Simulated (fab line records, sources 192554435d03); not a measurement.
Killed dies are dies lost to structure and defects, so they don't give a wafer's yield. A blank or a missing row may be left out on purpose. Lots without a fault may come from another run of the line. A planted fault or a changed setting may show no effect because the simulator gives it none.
Which tool did it? | flow n5_finfet | 21 lots, 63 wafers sampled, at 6 steps of a route of 1938

WHAT THE GAUGES READ, wafer by wafer
The record holds no reading of a measuring or inspecting step that can be judged against a usual standard deviation.

WHICH TOOL RAN EACH LOT (tool, then ch and the chambers of the sampled wafers, then the start)
lot  | N5_BEOL_M4_STRIP_66                | N5_BEOL_M4_STRIP_36                | N5_BEOL_M4_STRIP_97                           | N5_BEOL_M4_ALD_84                   | N5_BEOL_M4_ANNEAL_82         | N5_BEOL_M4_SPUTTER_88
L074 | rie_diel-03 ch 0,1,3, day 7 03:19  | rie_diel-01 ch 0,1,3, day 7 09:34  | rie_diel-01 ch 0,1,3, day 7 10:19 or earlier  | ald_metal-02 ch 0,2,3, day 7 10:19  | pvd_sputter-02, day 7 11:26  | pvd_sputter-02, day 7 11:47
L075 | rie_diel-01 ch 2,3, day 7 19:46    | rie_diel-01 ch 0,1,2, day 7 23:29  | rie_diel-01 ch 0,1,2, day 8 00:17 or earlier  | ald_metal-02 ch 1,2, day 8 00:17    | pvd_sputter-02, day 8 01:16  | pvd_sputter-02, day 8 01:37
L077 | rie_diel-04 ch 0,2,3, day 8 00:17  | rie_diel-03 ch 1,2,3, day 8 02:20  | rie_diel-03 ch 1,2,3, day 8 03:04 or earlier  | ald_metal-02 ch 1,2,3, day 8 03:04  | pvd_sputter-02, day 8 04:13  | pvd_sputter-02, day 8 04:35
L076 | rie_diel-04 ch 1,2, day 8 09:22    | rie_diel-03 ch 0,3, day 8 22:43    | rie_diel-03 ch 0,3, day 8 23:20 or earlier    | ald_metal-02 ch 0,1,3, day 8 23:20  | pvd_sputter-03, day 9 00:25  | pvd_sputter-03, day 9 00:46
L078 | rie_diel-04 ch 0,1,2, day 8 10:57  | rie_diel-01 ch 0,1,2, day 8 16:53  | rie_diel-01 ch 0,1,2, day 8 17:38 or earlier  | ald_metal-04 ch 1,2,3, day 8 17:38  | pvd_sputter-02, day 8 18:39  | pvd_sputter-02, day 8 19:01
L079 | rie_diel-01 ch 1,2,3, day 8 12:15  | rie_diel-04 ch 0,3, day 9 07:22    | rie_diel-04 ch 0,3, day 9 08:17 or earlier    | ald_metal-02 ch 1,3, day 9 08:17    | pvd_sputter-02, day 9 11:08  | pvd_sputter-02, day 9 11:30
L080 | rie_diel-01 ch 1,2,3, day 8 13:36  | rie_diel-01 ch 1,2,3, day 9 07:08  | rie_diel-01 ch 1,2,3, day 9 08:07 or earlier  | ald_metal-04 ch 1,3, day 9 08:07    | pvd_sputter-02, day 9 09:18  | pvd_sputter-02, day 9 09:40
L081 | rie_diel-01 ch 0,2,3, day 10 03:34 | rie_diel-01 ch 2,3, day 10 04:49   | rie_diel-01 ch 2,3, day 10 05:43 or earlier   | ald_metal-02 ch 1,2,3, day 10 05:43 | pvd_sputter-02, day 10 06:54 | pvd_sputter-02, day 10 07:16
L083 | rie_diel-03 ch 1,2, day 10 09:10   | rie_diel-04 ch 0,2,3, day 10 10:56 | rie_diel-04 ch 0,2,3, day 10 11:28 or earlier | ald_metal-02 ch 0,3, day 10 11:28   | pvd_sputter-01, day 10 13:54 | pvd_sputter-01, day 10 14:16
L082 | rie_diel-04 ch 0,3, day 10 09:11   | rie_diel-03 ch 0,1,2, day 10 13:14 | rie_diel-03 ch 0,1,2, day 10 14:03 or earlier | ald_metal-02 ch 0,2, day 10 14:03   | pvd_sputter-03, day 10 15:04 | pvd_sputter-03, day 10 15:26
L085 | rie_diel-04 ch 0,1,3, day 10 10:04 | rie_diel-01 ch 0,2,3, day 10 13:09 | rie_diel-01 ch 0,2,3, day 10 13:49 or earlier | ald_metal-01 ch 0,1,2, day 10 13:49 | pvd_sputter-02, day 10 14:52 | pvd_sputter-02, day 10 15:14
L086 | rie_diel-01 ch 0,3, day 10 17:12   | rie_diel-01 ch 0,3, day 11 02:02   | rie_diel-01 ch 0,3, day 11 02:33 or earlier   | ald_metal-01 ch 0,1,2, day 11 02:33 | pvd_sputter-02, day 11 05:25 | pvd_sputter-02, day 11 05:46
L087 | rie_diel-03 ch 1,2,3, day 10 22:21 | rie_diel-04 ch 2,3, day 11 09:46   | rie_diel-04 ch 2,3, day 11 10:28 or earlier   | ald_metal-01 ch 0,2,3, day 11 10:28 | pvd_sputter-01, day 11 11:28 | pvd_sputter-01, day 11 11:50
L088 | rie_diel-04 ch 2,3, day 11 02:32   | rie_diel-03 ch 2,3, day 11 09:44   | rie_diel-03 ch 2,3, day 11 10:26 or earlier   | ald_metal-02 ch 0,3, day 11 10:26   | pvd_sputter-03, day 11 11:24 | pvd_sputter-03, day 11 11:46
L090 | rie_diel-04 ch 1,2,3, day 11 20:16 | rie_diel-03 ch 0,2,3, day 12 00:46 | rie_diel-03 ch 0,2,3, day 12 01:31 or earlier | ald_metal-01 ch 0,1,3, day 12 01:31 | pvd_sputter-03, day 12 02:40 | pvd_sputter-03, day 12 03:01
L092 | rie_diel-04 ch 0,3, day 12 09:59   | rie_diel-01 ch 1,2,3, day 12 12:44 | rie_diel-01 ch 1,2,3, day 12 13:25 or earlier | ald_metal-04 ch 0,1,2, day 12 13:25 | pvd_sputter-03, day 12 14:34 | pvd_sputter-03, day 12 14:56
L091 | rie_diel-03 ch 0,2,3, day 12 11:13 | rie_diel-01 ch 0,2,3, day 12 13:08 | rie_diel-01 ch 0,2,3, day 12 13:38 or earlier | ald_metal-02 ch 0,3, day 12 13:38   | pvd_sputter-03, day 12 16:25 | pvd_sputter-03, day 12 16:46
L094 | rie_diel-04 ch 0,3, day 12 14:20   | rie_diel-01 ch 0,1, day 12 17:35   | rie_diel-01 ch 0,1, day 12 18:44 or earlier   | ald_metal-04 ch 0,1,3, day 12 18:44 | pvd_sputter-02, day 12 19:50 | pvd_sputter-02, day 12 20:11
L095 | rie_diel-04 ch 2,3, day 13 02:04   | rie_diel-01 ch 0,1,3, day 13 05:41 | rie_diel-01 ch 0,1,3, day 13 06:38 or earlier | ald_metal-02 ch 0,3, day 13 06:38   | pvd_sputter-01, day 13 09:30 | pvd_sputter-01, day 13 09:52
L096 | rie_diel-04 ch 0,3, day 13 02:58   | rie_diel-03 ch 1,2,3, day 13 10:24 | rie_diel-03 ch 1,2,3, day 13 11:14 or earlier | ald_metal-04 ch 1,3, day 13 11:14   | pvd_sputter-03, day 13 12:27 | pvd_sputter-03, day 13 12:49
L097 | rie_diel-04 ch 0,1,3, day 13 07:30 | rie_diel-03 ch 0,2,3, day 13 13:46 | rie_diel-03 ch 0,2,3, day 13 14:23 or earlier | ald_metal-01 ch 0,2,3, day 13 14:23 | pvd_sputter-02, day 13 16:11 | pvd_sputter-02, day 13 16:33
- N5_BEOL_M4_STRIP_66: strips in CF4.
- N5_BEOL_M4_STRIP_36: strips in N2/H2.
- N5_BEOL_M4_STRIP_97: strips in N2/H2, time 10 s.
- N5_BEOL_M4_ALD_84: deposits TaN, pulse time 2 s, purge time 3 s, co reactant purge time 2 s.
- N5_BEOL_M4_ANNEAL_82: time 240 s.
- N5_BEOL_M4_SPUTTER_88: material Cu, target thk 4.5 nm, time 8.29 s.

WHAT THE TOOLS THEMSELVES READ (means of the sampled wafers that have a number; where no wafer has one, the mark that the record gives instead)
N5_BEOL_M4_STRIP_66.
lot  | tool        | drypump_motor_current_A (A) | oes_product_au (a.u.) | rf_vpp_V (V) | showerhead_plenum_p_Torr (Torr) | throttle_valve_pct (%)
L074 | rie_diel-03 | 5.9                         | 0.70                  | 270.2        | 1.80                            | 13.78
L075 | rie_diel-01 | 6.0                         | 0.81                  | 271.6        | 1.81                            | 13.54
L077 | rie_diel-04 | 5.5                         | 0.70                  | 270.7        | 1.77                            | 13.76
L076 | rie_diel-04 | 5.3                         | 0.73                  | 271.2        | 1.81                            | 13.86
L078 | rie_diel-04 | 5.4                         | 0.73                  | 271.4        | 1.81                            | 13.78
L079 | rie_diel-01 | 6.2                         | 0.77                  | 271.6        | 1.80                            | 13.66
L080 | rie_diel-01 | 6.2                         | 0.77                  | 271.1        | 1.80                            | 13.65
L081 | rie_diel-01 | 6.1                         | 0.80                  | 273.1        | 1.84                            | 13.58
L083 | rie_diel-03 | 5.9                         | 0.85                  | 271.0        | 1.77                            | 13.57
L082 | rie_diel-04 | 5.8                         | 0.83                  | 270.4        | 1.77                            | 13.39
L085 | rie_diel-04 | 5.7                         | 0.78                  | 271.3        | 1.80                            | 13.61
L086 | rie_diel-01 | 6.2                         | 0.82                  | 273.1        | 1.85                            | 13.64
L087 | rie_diel-03 | 6.0                         | 0.86                  | 270.1        | 1.77                            | 13.51
L088 | rie_diel-04 | 5.7                         | 0.82                  | 270.6        | 1.77                            | 13.49
L090 | rie_diel-04 | 5.6                         | 0.77                  | 271.5        | 1.80                            | 13.72
L092 | rie_diel-04 | 5.6                         | 0.91                  | 271.1        | 1.76                            | 13.20
L091 | rie_diel-03 | 5.8                         | 0.86                  | 270.0        | 1.79                            | 13.43
L094 | rie_diel-04 | 5.8                         | 0.89                  | 270.7        | 1.76                            | 13.26
L095 | rie_diel-04 | 5.7                         | 0.80                  | 269.3        | 1.76                            | 13.53
L096 | rie_diel-04 | 5.8                         | 0.88                  | 270.3        | 1.76                            | 13.26
L097 | rie_diel-04 | 5.7                         | 0.83                  | 271.0        | 1.79                            | 13.48

N5_BEOL_M4_STRIP_36.
lot  | tool        | drypump_motor_current_A (A) | n2_flow_sccm (sccm) | oes_product_au (a.u.) | rf_vpp_V (V) | showerhead_plenum_p_Torr (Torr) | temp_c (C) | throttle_valve_pct (%)
L074 | rie_diel-01 | 6.4                         | 200.5               | 0.83                  | 57.0         | 2.60                            | 40.05      | 23.86
L075 | rie_diel-01 | 6.3                         | 200.2               | 0.79                  | 59.7         | 2.59                            | 40.03      | 23.80
L077 | rie_diel-03 | 6.0                         | 199.6               | 0.69                  | 59.1         | 2.51                            | 39.91      | 23.86
L076 | rie_diel-03 | 5.7                         | 200.9               | 0.69                  | 58.4         | 2.58                            | 40.03      | 23.66
L078 | rie_diel-01 | 6.3                         | 200.4               | 0.79                  | 58.5         | 2.58                            | 39.90      | 23.81
L079 | rie_diel-04 | 5.6                         | 199.6               | 0.78                  | 58.5         | 2.51                            | 39.92      | 23.80
L080 | rie_diel-01 | 6.2                         | 200.4               | 0.77                  | 58.8         | 2.54                            | 40.02      | 23.85
L081 | rie_diel-01 | 6.0                         | 199.6               | 0.80                  | 59.4         | 2.56                            | 40.10      | 23.78
L083 | rie_diel-04 | 5.6                         | 200.0               | 0.79                  | 60.1         | 2.50                            | 40.00      | 23.84
L082 | rie_diel-03 | 5.8                         | 200.0               | 0.76                  | 59.2         | 2.54                            | 40.04      | 23.77
L085 | rie_diel-01 | 6.2                         | 199.2               | 0.82                  | 60.4         | 2.60                            | 40.06      | 23.76
L086 | rie_diel-01 | 6.3                         | 200.5               | 0.85                  | 59.1         | 2.64                            | 40.00      | 23.78
L087 | rie_diel-04 | 5.4                         | 200.1               | 0.77                  | 59.7         | 2.50                            | 40.06      | 23.82
L088 | rie_diel-03 | 5.9                         | 199.8               | 0.79                  | 58.7         | 2.51                            | 40.03      | 23.63
L090 | rie_diel-03 | 5.8                         | 199.7               | 0.89                  | 59.1         | 2.54                            | 40.03      | 23.46
L092 | rie_diel-01 | 6.2                         | 200.3               | 0.75                  | 57.6         | 2.53                            | 39.96      | 23.88
L091 | rie_diel-01 | 6.2                         | 200.3               | 0.79                  | 60.1         | 2.59                            | 39.88      | 23.76
L094 | rie_diel-01 | 6.6                         | 200.2               | 0.74                  | 58.5         | 2.57                            | 39.96      | 23.99
L095 | rie_diel-01 | 6.4                         | 200.5               | 0.78                  | 58.5         | 2.58                            | 40.01      | 23.92
L096 | rie_diel-03 | 6.0                         | 200.2               | 0.84                  | 60.2         | 2.49                            | 40.03      | 23.69
L097 | rie_diel-03 | 5.8                         | 200.3               | 0.85                  | 60.2         | 2.53                            | 40.03      | 23.50

N5_BEOL_M4_STRIP_97.
lot  | tool        | drypump_motor_current_A (A) | n2_flow_sccm (sccm) | oes_product_au (a.u.) | rf_vpp_V (V) | showerhead_plenum_p_Torr (Torr) | temp_c (C) | throttle_valve_pct (%)
L074 | rie_diel-01 | 6.4                         | 200.1               | 0.84                  | 59.4         | 2.60                            | 40.01      | 23.85
L075 | rie_diel-01 | 6.3                         | 199.4               | 0.79                  | 59.3         | 2.59                            | 40.01      | 23.80
L077 | rie_diel-03 | 6.0                         | 200.1               | 0.70                  | 59.1         | 2.51                            | 40.04      | 23.85
L076 | rie_diel-03 | 5.7                         | 200.0               | 0.69                  | 59.6         | 2.58                            | 40.20      | 23.64
L078 | rie_diel-01 | 6.3                         | 200.2               | 0.79                  | 60.0         | 2.58                            | 39.96      | 23.83
L079 | rie_diel-04 | 5.6                         | 200.1               | 0.78                  | 58.8         | 2.51                            | 40.02      | 23.80
L080 | rie_diel-01 | 6.2                         | 199.8               | 0.77                  | 59.1         | 2.54                            | 40.07      | 23.85
L081 | rie_diel-01 | 6.0                         | 200.3               | 0.81                  | 59.2         | 2.56                            | 40.05      | 23.78
L083 | rie_diel-04 | 5.6                         | 200.0               | 0.78                  | 59.8         | 2.50                            | 40.12      | 23.83
L082 | rie_diel-03 | 5.8                         | 200.5               | 0.77                  | 59.1         | 2.54                            | 39.96      | 23.75
L085 | rie_diel-01 | 6.2                         | 199.9               | 0.81                  | 58.9         | 2.60                            | 39.96      | 23.75
L086 | rie_diel-01 | 6.3                         | 199.6               | 0.84                  | 59.4         | 2.64                            | 39.98      | 23.78
L087 | rie_diel-04 | 5.4                         | 199.7               | 0.78                  | 58.7         | 2.50                            | 40.03      | 23.84
L088 | rie_diel-03 | 5.9                         | 199.2               | 0.79                  | 58.5         | 2.51                            | 40.13      | 23.63
L090 | rie_diel-03 | 5.8                         | 200.1               | 0.88                  | 60.1         | 2.54                            | 40.03      | 23.47
L092 | rie_diel-01 | 6.2                         | 199.8               | 0.74                  | 59.3         | 2.53                            | 40.01      | 23.89
L091 | rie_diel-01 | 6.2                         | 200.0               | 0.79                  | 59.5         | 2.59                            | 39.98      | 23.77
L094 | rie_diel-01 | 6.5                         | 199.4               | 0.74                  | 59.0         | 2.56                            | 39.88      | 23.99
L095 | rie_diel-01 | 6.4                         | 200.0               | 0.77                  | 58.9         | 2.58                            | 40.05      | 23.91
L096 | rie_diel-03 | 6.0                         | 200.0               | 0.84                  | 59.0         | 2.49                            | 40.08      | 23.67
L097 | rie_diel-03 | 5.8                         | 199.9               | 0.85                  | 59.5         | 2.53                            | 40.11      | 23.49

N5_BEOL_M4_ALD_84.
lot  | tool         | heater_power_w (W) | precursor_vessel_pressure_torr (Torr) | susceptor_temp_C (C)
L074 | ald_metal-02 | 420                | 26.23                                 | 275.09
L075 | ald_metal-02 | 394                | 26.24                                 | 274.88
L077 | ald_metal-02 | 408                | 26.25                                 | 275.00
L076 | ald_metal-02 | 442                | 26.25                                 | 275.09
L078 | ald_metal-04 | 423                | 26.30                                 | 274.90
L079 | ald_metal-02 | 439                | 26.23                                 | 275.21
L080 | ald_metal-04 | 442                | 26.22                                 | 275.03
L081 | ald_metal-02 | 417                | 26.25                                 | 275.13
L083 | ald_metal-02 | 435                | 26.22                                 | 274.85
L082 | ald_metal-02 | 405                | 26.28                                 | 275.13
L085 | ald_metal-01 | 451                | 26.27                                 | 274.86
L086 | ald_metal-01 | 450                | 26.21                                 | 274.90
L087 | ald_metal-01 | 432                | 26.27                                 | 274.98
L088 | ald_metal-02 | 430                | 26.20                                 | 275.08
L090 | ald_metal-01 | 434                | 26.28                                 | 274.88
L092 | ald_metal-04 | 437                | 26.27                                 | 275.01
L091 | ald_metal-02 | 436                | 26.22                                 | 274.96
L094 | ald_metal-04 | 452                | 26.22                                 | 275.01
L095 | ald_metal-02 | 448                | 26.25                                 | 274.91
L096 | ald_metal-04 | 456                | 26.28                                 | 274.98
L097 | ald_metal-01 | 430                | 26.24                                 | 275.12

N5_BEOL_M4_ANNEAL_82.
lot  | tool           | heater_power_w (W) | susceptor_temp_C (C) | susceptor_temp_C_max
L074 | pvd_sputter-02 | 847                | 399.85               | 400.6
L075 | pvd_sputter-02 | 873                | 399.89               | 400.6
L077 | pvd_sputter-02 | 833                | 400.12               | 400.8
L076 | pvd_sputter-03 | 806                | 400.33               | 401.5
L078 | pvd_sputter-02 | 836                | 399.87               | 400.7
L079 | pvd_sputter-02 | 855                | 399.97               | 400.6
L080 | pvd_sputter-02 | 851                | 399.98               | 400.6
L081 | pvd_sputter-02 | 845                | 400.01               | 400.9
L083 | pvd_sputter-01 | 835                | 399.97               | 400.9
L082 | pvd_sputter-03 | 794                | 400.04               | 401.1
L085 | pvd_sputter-02 | 837                | 400.01               | 400.6
L086 | pvd_sputter-02 | 859                | 400.14               | 400.8
L087 | pvd_sputter-01 | 776                | 399.78               | 401.2
L088 | pvd_sputter-03 | 789                | 399.91               | 400.8
L090 | pvd_sputter-03 | 812                | 399.90               | 401.1
L092 | pvd_sputter-03 | 784                | 399.96               | 401.0
L091 | pvd_sputter-03 | 797                | 399.77               | 401.2
L094 | pvd_sputter-02 | 849                | 400.01               | 400.9
L095 | pvd_sputter-01 | 706                | 400.14               | 401.1
L096 | pvd_sputter-03 | 799                | 399.81               | 400.8
L097 | pvd_sputter-02 | 845                | 400.11               | 400.7

N5_BEOL_M4_SPUTTER_88.
lot  | tool           | susceptor_temp_C (C) | throttle_valve_pct (%)
L074 | pvd_sputter-02 | -20.10               | 29.6
L075 | pvd_sputter-02 | -20.02               | 29.6
L077 | pvd_sputter-02 | -20.03               | 29.3
L076 | pvd_sputter-03 | -20.02               | 29.7
L078 | pvd_sputter-02 | -19.93               | 29.6
L079 | pvd_sputter-02 | -19.92               | 29.5
L080 | pvd_sputter-02 | -19.98               | 29.1
L081 | pvd_sputter-02 | -19.92               | 29.6
L083 | pvd_sputter-01 | -20.04               | 29.4
L082 | pvd_sputter-03 | -20.01               | 28.9
L085 | pvd_sputter-02 | -19.97               | 29.1
L086 | pvd_sputter-02 | -20.09               | 28.5
L087 | pvd_sputter-01 | -19.95               | 30.0
L088 | pvd_sputter-03 | -20.07               | 29.0
L090 | pvd_sputter-03 | -20.00               | 29.7
L092 | pvd_sputter-03 | -20.03               | 28.9
L091 | pvd_sputter-03 | -20.10               | 30.8
L094 | pvd_sputter-02 | -20.00               | 29.8
L095 | pvd_sputter-01 | -19.88               | 30.3
L096 | pvd_sputter-03 | -19.95               | 30.1
L097 | pvd_sputter-02 | -19.95               | 29.1

THE ANSWER, worked out from the rows above alone
Rule: what is usual is taken from the lots themselves. Put in order of their means at a reading, lots are off if they are a third of the lots or fewer, leave a main group of 4 or more, and stand apart from it by a gap of 3 or more times the standard deviation of the main group's means; of several such gaps the widest counts. A main group whose means are all the same, to the digits that the tables above print for the reading, isn't used. A lot without any number at a reading at which 4 lots or more have one is off too. The other lots that the step has rows for count as sound. The gauges are gone through in route order, then the tools' own readings, and for those a lot's mean is taken as printed above. The first step at which some lot is off is used, and at that step the reading that is off furthest; a lot without a number counts as furthest.
No lot is off at any reading shown: from this, nothing can be told.

WHAT THE SIMULATOR HAD PUT IN
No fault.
